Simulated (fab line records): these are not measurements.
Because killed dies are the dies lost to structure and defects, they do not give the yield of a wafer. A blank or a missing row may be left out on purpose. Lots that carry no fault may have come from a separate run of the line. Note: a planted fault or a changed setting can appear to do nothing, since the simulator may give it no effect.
Chamber matching / flow n5_finfet / N5_GATE_CUT_CMP_43 on cmp-03 has 4 sister chambers
The step polishes SiO2. 8 wafers are shown with their chamber, then 7 later ones without.

== WAFERS PAIRED WITH THEIR CHAMBERS ==
wafer=L074.1; chamber=2; motor_current_A (A)=13.1
wafer=L074.5; chamber=0; motor_current_A (A)=11.4
wafer=L074.6; chamber=3; motor_current_A (A)=11.0
wafer=L079.3; chamber=3; motor_current_A (A)=11.4
wafer=L079.4; chamber=2; motor_current_A (A)=12.8
wafer=L079.6; chamber=1; motor_current_A (A)=12.1
wafer=L088.2; chamber=1; motor_current_A (A)=11.9
wafer=L088.3; chamber=0; motor_current_A (A)=10.3

== WAFERS WITHOUT THEIR CHAMBER ==
wafer=L088.5; motor_current_A (A)=12.7
wafer=L092.3; motor_current_A (A)=11.0
wafer=L092.4; motor_current_A (A)=12.2
wafer=L092.6; motor_current_A (A)=12.1
wafer=L094.1; motor_current_A (A)=11.4
wafer=L094.2; motor_current_A (A)=11.7
wafer=L094.5; motor_current_A (A)=10.5

== THE CHAMBER EACH PASSED THROUGH ==
wafer=L088.5; from the rows above=can't be placed: 2 or 1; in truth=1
wafer=L092.3; from the rows above=can't be placed: 0 or 3 or 1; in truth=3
wafer=L092.4; from the rows above=can't be placed: 1 or 2 or 3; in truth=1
wafer=L092.6; from the rows above=can't be placed: 1 or 2 or 3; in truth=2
wafer=L094.1; from the rows above=can't be placed: 3 or 0 or 1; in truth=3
wafer=L094.2; from the rows above=can't be placed: 1 or 3 or 0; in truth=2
wafer=L094.5; from the rows above=can't be placed: 0 or 3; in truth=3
Correct placement for 0 of the 7. Can't be placed from these rows: 7 (the true chamber is among the candidates in 6). Wrongly placed: 0.
How it was worked out, from the rows above alone: a wafer's distance from a chamber is the root of the sum, over the readings, of the square of ((its reading less the chamber's mean) divided by the reading's scatter). The wafer belongs to the nearest chamber; if the next one is less than 2 further off, it can't be placed. The mean given for a chamber averages the wafers shown for that chamber. The scatter: take each reading less its chamber's mean, square it, sum over the shown wafers, divide by the number of wafers less the number of chambers, and take the root.
